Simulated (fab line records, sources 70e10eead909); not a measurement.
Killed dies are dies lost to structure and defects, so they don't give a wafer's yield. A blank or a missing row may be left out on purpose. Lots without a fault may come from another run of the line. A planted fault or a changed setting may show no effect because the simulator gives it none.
fab line records | flow nand_harc
record lots=12 wafers=36 last_day=24
route steps=1159 shown A_CONTACT@935 END@1159
lots that met no fault: from a run of the same line without faults
start_h: hours from the record's first day to the start of the lot's first wafer shown | wait_h: hours since the lot's step before | " the same as in the row above | L1.1+2: a row that stands for several wafers | - no value, or no start given | * or withheld: withheld | < > ~ a bound
route shown NAME@n: a module of which the file shows steps, and the number in the route of the first | usual: mean/standard deviation of fault-free wafers | same: alike in all rows | chamber/n: place in a boat | sites: the reading at each site | _std_site: their standard deviation | _edge_site: outer sites' mean less inner sites' | radius_mm: how far each site lies from the wafer's centre | mask NAME#n: copy n | behind: the tool/chamber that last shaped the wafer | hold: why the lot was held/for how many hours/how that ended | device: the transistor (n, p or np) that didn't switch | end of line: the same wafers' tests at the end of the route | a step without rows: its recipe alone | killed: dies lost to structure and defects at the first sort, not the wafer's yield | map: a wafer's dies, x killed, . not, _ none there
set.NAME: the setting as run; set.NAME@STEP: as run at that earlier step | model.NAME: the simulator's own value behind a step, which no gauge read
steps of the route over a sample of lots; a table a step, a row a wafer
services: from which hour (start_h, from the record's first day; less than 0 if before it) a tool's chamber was out of use, for how many hours, and why
## steps
# step NHARC_A_CONTACT_CD_MEAS_08
# recipe target_cd_nm=100 landing_energy_ev=500
# usual cd_nm=100.1/0.61
# columns lot.wafer tool chamber start_h wait_h cd_nm
L114.3 cd_sem-02 0 411.77 - 99.1
L114.4 " 0 " " 99.9
L114.5 " 0 " " 99.9
L113.2 cd_sem-01 0 420.72 - 99.3
L113.4 " 0 " " 100.1
L113.6 " 0 " " 98.8
L115.4 cd_sem-01 0 427.62 - 99.5
L115.5 " 0 " " 99.3
L115.6 " 0 " " 99.1
L118.1 cd_sem-02 0 434.94 - 98.6
L118.2 " 0 " " 99.9
L118.6 " 0 " " 99.4
L117.2 cd_sem-03 0 441.30 - 100.1
L117.4 " 0 " " 100.5
L117.6 " 0 " " 99.6
L127.1 cd_sem-02 0 470.36 - 100.4
L127.5 " 0 " " 100.6
L127.6 " 0 " " 101.4
L126.3 cd_sem-01 0 492.85 - 99.3
L126.4 " 0 " " 100.5
L126.6 " 0 " " 99.9
L128.1 cd_sem-01 0 497.63 - 99.7
L128.2 " 0 " " 99.6
L128.3 " 0 " " 99.6
L134.1 cd_sem-01 0 503.10 - 100.7
L134.3 " 0 " " 101.1
L134.5 " 0 " " 100.5
L132.1 cd_sem-03 0 503.58 - 100.1
L132.2 " 0 " " 100.1
L132.5 " 0 " " 100.1
L133.2 cd_sem-03 0 508.11 - 99.8
L133.4 " 0 " " 99.6
L133.6 " 0 " " 99.7
L135.1 cd_sem-03 0 528.55 - 99.7
L135.2 " 0 " " 99.7
L135.3 " 0 " " 99.2
# step NHARC_A_CONTACT_OVL_MEAS_09
# usual overlay_x_nm=0.1/0.79 overlay_y_nm=0.2/1
# columns lot.wafer tool chamber start_h wait_h overlay_x_nm overlay_y_nm
L114.3 overlay-02 - 411.86 - 0.0 1.9
L114.4 " - " " 0.8 1.1
L114.5 " - " " 0.2 2.1
L113.2 overlay-01 - 420.80 - 0.3 0.9
L113.4 " - " " 1.0 0.6
L113.6 " - " " 0.4 0.1
L115.4 overlay-01 - 427.70 - -0.4 -0.7
L115.5 " - " " -0.8 0.0
L115.6 " - " " -0.3 -0.8
L118.1 overlay-01 - 435.03 - -0.5 0.4
L118.2 " - " " -0.6 0.1
L118.6 " - " " -0.2 0.1
L117.2 overlay-01 - 441.38 - 0.1 1.5
L117.4 " - " " -0.2 1.4
L117.6 " - " " 0.3 0.7
L127.1 overlay-01 - 470.45 - 0.8 0.9
L127.5 " - " " 1.0 0.5
L127.6 " - " " 0.6 1.1
L126.3 overlay-02 - 492.93 - 1.7 -0.7
L126.4 " - " " 2.1 -0.5
L126.6 " - " " 1.6 -0.1
L128.1 overlay-01 - 497.72 - 1.5 2.0
L128.2 " - " " 1.5 2.1
L128.3 " - " " 1.3 1.6
L134.1 overlay-02 - 503.21 - -0.6 -0.2
L134.3 " - " " -0.2 -0.6
L134.5 " - " " 0.4 -0.4
L132.1 overlay-01 - 503.67 - -0.5 -0.5
L132.2 " - " " -0.9 0.3
L132.5 " - " " -0.8 0.0
L133.2 overlay-02 - 508.20 - 2.1 0.0
L133.4 " - " " 2.2 0.1
L133.6 " - " " 1.8 0.2
L135.1 overlay-01 - 528.64 - -0.4 -1.0
L135.2 " - " " -0.3 -1.0
L135.3 " - " " -0.2 -0.8
# step NHARC_A_CONTACT_ETCH_31
# recipe target_depth_a=20000 over_etch_frac=0.3 time_s=520 ion_energy_ev=150 o2_flow_sccm=400 cos_flow_sccm=20 ar_flow_sccm=0 rf_w=500 bias_w=300 chemistry=O2/COS
# usual chamber_pressure_mTorr=20.002/0.019 drypump_motor_current_A=5.8/0.49 o2_flow_sccm=400.1/1.2 oes_product_au=1.001/0.0082 rf_vpp_V=314.8/1.8 run_length_s=541.2/0.45 showerhead_plenum_p_Torr=3.17/0.11 throttle_valve_pct=28.329/0.0086
# columns lot.wafer tool chamber start_h wait_h chamber_pressure_mTorr drypump_motor_current_A o2_flow_sccm oes_product_au rf_hours_counter_h rf_vpp_V run_length_s showerhead_plenum_p_Torr throttle_valve_pct
L114.3 rie_diel-12 2 413.03 - 19.965 6.3 401.9 1.002 3 315.0 541.0 3.32 28.331
L114.4 " 0 " " 20.016 5.4 400.4 1.006 3 314.9 540.9 3.08 28.340
L114.5 " 2 " " 20.002 6.3 402.0 0.998 - 317.4 540.8 3.32 28.333
L113.2 rie_diel-09 2 421.53 - 20.006 5.4 400.5 1.010 65 316.2 541.1 3.21 28.310
L113.4 " 0 " " 19.988 5.8 399.7 0.980 60 310.6 540.7 2.91 28.320
L113.6 " 2 " " 19.997 5.4 401.0 1.017 - 315.3 541.0 3.21 28.337
L115.4 rie_diel-12 2 428.43 - 20.023 6.3 398.9 1.013 6 316.8 540.9 3.31 28.336
L115.5 " 1 " " 20.007 6.2 400.7 1.004 - 315.5 541.9 3.22 28.335
L115.6 " 2 " " 20.044 6.3 399.7 1.002 - 316.5 541.0 3.31 28.317
L118.1 rie_diel-13 3 435.88 - 19.984 5.4 400.4 1.004 52 314.8 541.3 3.08 28.324
L118.2 " 0 " " 19.985 5.9 398.9 1.001 55 314.3 541.4 3.17 28.343
L118.6 " 1 " " 20.004 5.7 398.8 1.006 - 315.9 541.5 3.31 28.328
L117.2 rie_diel-12 0 442.15 - 19.997 5.4 400.0 0.999 9 314.0 541.2 3.08 28.335
L117.4 " 3 " " 20.001 5.3 399.2 0.996 10 316.9 541.0 3.26 28.323
L117.6 " 1 " " 20.008 6.2 400.3 0.977 - 313.9 541.4 3.22 28.319
L127.1 rie_diel-12 2 471.23 - 19.994 6.3 400.1 1.003 15 315.7 390.3 3.31 28.327
L127.6 " 1 " " 19.978 6.2 398.9 1.002 - 315.9 391.0 3.22 28.339
L127.5 " 2 " " 20.005 6.3 400.7 0.991 - 317.2 390.6 3.31 28.330
L126.4 rie_diel-12 0 493.67 - 19.996 5.4 401.2 1.013 18 313.7 390.4 3.08 28.327
L126.3 " 1 " " 20.012 6.2 399.5 1.002 18 317.2 391.2 3.21 28.325
L126.6 " 3 " " 19.993 5.3 400.2 0.993 - 314.7 390.8 3.25 28.304
L128.1 rie_diel-09 2 498.43 - 19.991 5.4 400.0 1.002 23 315.5 540.8 3.20 28.343
L128.3 " 0 " " 20.034 5.7 398.7 0.992 23 317.9 540.8 3.36 28.326
L128.2 " 1 " " 19.993 6.8 400.7 0.998 25 313.4 541.8 3.07 28.340
L134.3 rie_diel-13 3 504.15 - 20.007 5.4 399.8 0.999 17 314.4 541.3 3.06 28.345
L134.1 " 1 " " 20.021 5.7 398.3 1.004 5 317.6 541.1 3.31 28.350
L134.5 " 3 " " 20.028 5.4 400.3 1.007 - 311.6 541.7 3.06 28.330
L132.1 rie_diel-13 3 504.48 - 19.998 5.4 398.6 1.013 17 313.8 541.5 3.06 28.337
L132.2 " 1 " " 20.006 5.7 400.1 1.009 5 319.1 540.9 3.31 28.331
L132.5 " 2 " " 20.004 6.3 401.9 0.991 - 312.6 541.1 2.96 28.329
L133.2 rie_diel-09 2 508.93 - 20.032 5.3 399.5 0.994 26 315.3 541.1 3.19 28.325
L133.4 " 3 " " 20.009 5.3 401.1 1.004 26 315.3 542.4 3.16 28.333
L133.6 " 1 " " 20.013 6.8 400.2 0.988 - 313.5 542.3 3.06 28.330
L135.3 rie_diel-09 1 529.55 - 19.963 6.8 400.7 0.989 34 312.9 541.8 3.06 28.335
L135.2 " 2 " " 20.003 5.3 400.0 0.997 32 315.1 540.4 3.19 28.332
L135.1 " 3 " " 19.973 5.3 400.9 0.991 32 313.4 542.0 3.16 28.338
# step NHARC_A_CONTACT_ETCH_98
# recipe target_depth_a=200 over_etch_frac=0.5 time_s=10 ion_energy_ev=250 c4f6_flow_sccm=25 o2_flow_sccm=20 ar_flow_sccm=500 rf_w=600 bias_w=500 chemistry=C4F6/O2
# usual chamber_pressure_mTorr=30.005/0.028 drypump_motor_current_A=5.8/0.49 o2_flow_sccm=19.99/0.057 oes_product_au=0.955/0.018 rf_vpp_V=548.7/2.8 run_length_s=31.0/0.37 showerhead_plenum_p_Torr=4.01/0.13 throttle_valve_pct=26.904/0.0093
# columns lot.wafer tool chamber start_h wait_h chamber_pressure_mTorr drypump_motor_current_A o2_flow_sccm oes_product_au rf_hours_counter_h rf_vpp_V run_length_s showerhead_plenum_p_Torr throttle_valve_pct
L114.3 rie_diel-13 2 - - 30.012 6.3 20.04 0.949 46 542.5 31.5 3.74 26.898
L114.4 " 0 " " 29.974 5.9 19.93 0.962 48 549.5 31.2 3.98 26.912
L114.5 " 2 " " 30.030 6.3 20.02 0.951 - 542.5 31.3 3.74 26.912
L113.2 rie_diel-12 2 - - 30.017 6.3 20.00 0.939 5 552.9 31.0 4.16 26.926
L113.4 " 0 " " 30.056 5.4 20.01 0.960 4 546.2 30.8 3.88 26.905
L113.6 " 3 " " 30.029 5.3 19.94 0.949 - 549.8 30.7 4.09 26.914
L115.4 rie_diel-12 0 - - 30.038 5.4 20.01 0.954 6 544.5 31.2 3.88 26.912
L115.5 " 1 " " 30.014 6.3 19.94 0.948 - 549.9 31.4 4.04 26.904
L115.6 " 2 " " 29.985 6.3 19.92 0.967 - 550.8 30.7 4.16 26.918
L118.2 rie_diel-13 3 - - 29.972 5.4 20.08 0.951 52 545.6 31.3 3.87 26.914
L118.1 " 0 " " 29.987 5.9 19.92 0.959 56 548.0 30.7 3.98 26.906
L118.6 " 2 " " 30.038 6.3 20.03 0.942 - 541.8 30.9 3.73 26.902
L117.4 rie_diel-12 2 - - 29.973 6.3 19.95 0.936 10 551.7 31.0 4.15 26.899
L117.2 " 3 " " 30.002 5.2 19.90 0.947 10 550.5 30.7 4.09 26.911
L117.6 " 1 " " 30.036 6.2 20.00 0.935 - 548.6 31.2 4.04 26.895
L127.1 rie_diel-12 2 - - 29.959 6.3 19.94 0.946 16 551.9 31.0 4.15 26.905
L127.6 " 2 " " 30.005 6.3 20.07 0.952 - 551.3 31.2 4.15 26.899
L127.5 " 3 " " 30.035 5.3 19.96 0.942 - 551.0 31.2 4.08 26.904
L126.3 rie_diel-12 3 - - 29.991 5.2 20.02 0.959 21 550.3 30.8 4.08 26.901
L126.4 " 0 " " 30.007 5.4 20.00 0.969 19 545.9 30.8 3.87 26.896
L126.6 " 2 " " 30.006 6.3 19.90 0.958 - 551.5 31.1 4.15 26.907
L128.2 rie_diel-12 3 - - 30.070 5.3 19.98 0.942 23 547.9 31.0 4.08 26.895
L128.3 " 0 " " 29.987 5.4 20.01 0.958 21 545.4 30.6 3.87 26.897
L128.1 " 1 " " 30.039 6.2 19.88 0.940 20 549.6 31.0 4.03 26.914
L134.3 rie_diel-09 2 - - 29.966 5.3 20.00 1.001 24 549.2 30.5 4.01 26.909
L134.1 " 0 " " 29.965 5.8 20.06 1.002 24 551.9 30.6 4.21 26.907
L134.5 " 2 " " 29.984 5.3 19.91 0.984 - 549.2 30.2 4.01 26.915
L132.1 rie_diel-09 2 - - 30.013 5.3 20.04 0.932 24 548.8 30.4 4.01 26.898
L132.2 " 3 " " 29.974 5.3 20.08 0.926 25 548.7 31.5 3.97 26.909
L132.5 " 2 " " 29.988 5.3 20.09 0.938 - 547.0 30.4 4.01 26.891
L133.4 rie_diel-12 3 - - 29.956 5.3 20.00 0.928 24 549.0 30.8 4.08 26.919
L133.2 " 1 " " 30.000 6.2 20.06 0.938 22 549.2 31.2 4.03 26.920
L133.6 " 3 " " 29.984 5.3 20.04 0.922 - 549.6 30.7 4.08 26.905
L135.2 rie_diel-12 3 - - 29.993 5.3 19.95 0.942 28 549.5 30.7 4.08 26.910
L135.1 " 0 " " 29.997 5.4 19.94 0.960 26 545.3 30.6 3.86 26.895
L135.3 " 1 " " 30.057 6.2 20.12 0.974 25 549.4 31.8 4.03 26.905
# step NHARC_END_SORT_01
# recipe temp_c=25
# usual killed_at_array=29/9.4 killed_at_other=0.7/1.3 killed_at_periphery=2.9/2.1 killed_dies=32/9 killed_open=3.3/1.8 killed_short=1.9/1.4
# same gross_dies=677
# columns lot.wafer tool chamber start_h wait_h killed_at_array killed_at_other killed_at_periphery killed_dies killed_open killed_short
L127.1 prober-01 0 537.23 2.5 667 6 4 677 6 3
L127.5 prober-01 0 540.42 3.7 667 7 3 677 4 2
L127.6 prober-01 0 541.22 4.0 672 4 1 677 3 1
L126.3 prober-02 0 557.34 3.1 674 0 3 677 2 3
L126.4 prober-02 0 558.14 3.4 677 0 0 677 0 1
L126.6 prober-02 0 559.73 4.0 674 2 1 677 4 1
# killed by level:class
L127.1 A_CONTACT:area_etch=647 A_CHANNEL_HOLE_D1:chamber_film_flake=9 THIN_TSV:chamber_film_flake=6 A_SGD_CUT:geometric_particle:short=2 A_M1:geometric_particle:open=2 A_STAIRCASE:chamber_film_flake=2 P_GATE:geometric_particle:open=1 P_M1:geometric_particle:open=1
L127.5 A_CONTACT:area_etch=648 THIN_TSV:chamber_film_flake=7 A_CHANNEL_HOLE_D1:chamber_film_flake=6 A_CONTACT:chamber_film_flake=3 A_STAIRCASE:chamber_film_flake=2 A_WL_FILL:chamber_film_flake=2 P_M0:geometric_particle:open=1 A_CHANNEL_HOLE_D1:geometric_particle:open=1
L127.6 A_CONTACT:area_etch=657 A_CONTACT:chamber_film_flake=5 THIN_TSV:chamber_film_flake=4 A_CHANNEL_HOLE_D1:chamber_film_flake=3 A_WL_FILL:chamber_film_flake=2 A_CHANNEL_FILL_D1:geometric_particle:open=1 A_SGD_CUT:geometric_particle:short=1 A_CONTACT:geometric_particle:open=1
L126.3 A_CONTACT:area_etch=637 A_CHANNEL_HOLE_D1:chamber_film_flake=16 A_SLIT:chamber_film_flake=13 A_CONTACT:chamber_film_flake=5 P_CONTACT:geometric_particle:open=1 P_M0:geometric_particle:open=1 P_M2:geometric_particle:short=1 A_CHANNEL_FILL_D1:geometric_particle:short=1
L126.4 A_CONTACT:area_etch=637 A_SLIT:chamber_film_flake=21 A_CHANNEL_HOLE_D1:chamber_film_flake=14 A_CONTACT:chamber_film_flake=3 A_SGD_CUT:geometric_particle:short=1 A_BLC:chamber_film_flake=1
L126.6 A_CONTACT:area_etch=626 A_SLIT:chamber_film_flake=20 A_CHANNEL_HOLE_D1:chamber_film_flake=17 A_CONTACT:chamber_film_flake=4 A_CONTACT:geometric_particle:open=2 THIN_TSV:chamber_film_flake=2 A_CHANNEL_FILL_D1:geometric_particle:open=1 A_CONTACT:geometric_particle:short=1
## services
# columns tool chamber start_h hours kind
rie_diel-12 0 412.96 - clean
rie_diel-12 1 412.96 - clean
rie_diel-12 2 412.96 - clean
rie_diel-12 3 412.96 - clean
rie_diel-09 - 431.16 9.0 pm
rie_diel-12 0 437.48 - clean
rie_diel-12 1 437.48 - clean
rie_diel-12 2 437.48 - clean
rie_diel-12 3 437.48 - clean
rie_diel-13 - 453.36 9.0 pm
rie_diel-09 0 458.56 6.1 repair
rie_diel-12 0 461.98 - clean
rie_diel-12 1 461.98 - clean
rie_diel-12 2 461.98 - clean
rie_diel-12 3 461.98 - clean
rie_diel-12 0 486.52 - clean
rie_diel-12 1 486.52 - clean
rie_diel-12 2 486.52 - clean
rie_diel-12 3 486.52 - clean
rie_diel-12 0 511.02 - clean
rie_diel-12 1 511.02 - clean
rie_diel-12 2 511.02 - clean
rie_diel-12 3 511.02 - clean
rie_diel-09 0 526.62 12.5 repair
## key
first_sign step=NHARC_A_CONTACT_ETCH_31 reading=run_length_s direction=down sigmas=99+ usual=* struck=*
effect step=NHARC_END_SORT_01 reading=killed_dies direction=up sigmas=72 usual=32 struck=677
more_kills_born_at NHARC_A_CONTACT_ETCH_31@rie_diel-12=3852
met_at NHARC_A_CONTACT_ETCH_31
struck_lots L126,L127
later_rows_left_out L126.3,L126.4,L126.6,L127.1,L127.5,L127.6
tester_left_out L126,L127
not_acting_at NHARC_A_CONTACT_CD_MEAS_08,NHARC_A_CONTACT_OVL_MEAS_09,NHARC_A_CONTACT_ETCH_98
onset_between 442.15 471.23
fault kind=process_parameter_drift tool=rie_diel-12 chamber=- onset_h=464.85 steps=NHARC_A_CONTACT_ETCH_31 channel=time_s offset=* shape=step end_h=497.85 acts_in=* stated=*
# tester_left_out: of these lots the tester's yield and bins aren't shown, on N5 and GAA mostly nor the transistor test; their killed dies are dies lost to structure and defects alone, not to doping, threshold or leakage, so they don't give the yield
# later_rows_left_out: the simulator's readings of these wafers behind a module that went badly wrong aren't trusted and aren't shown, but for the sort
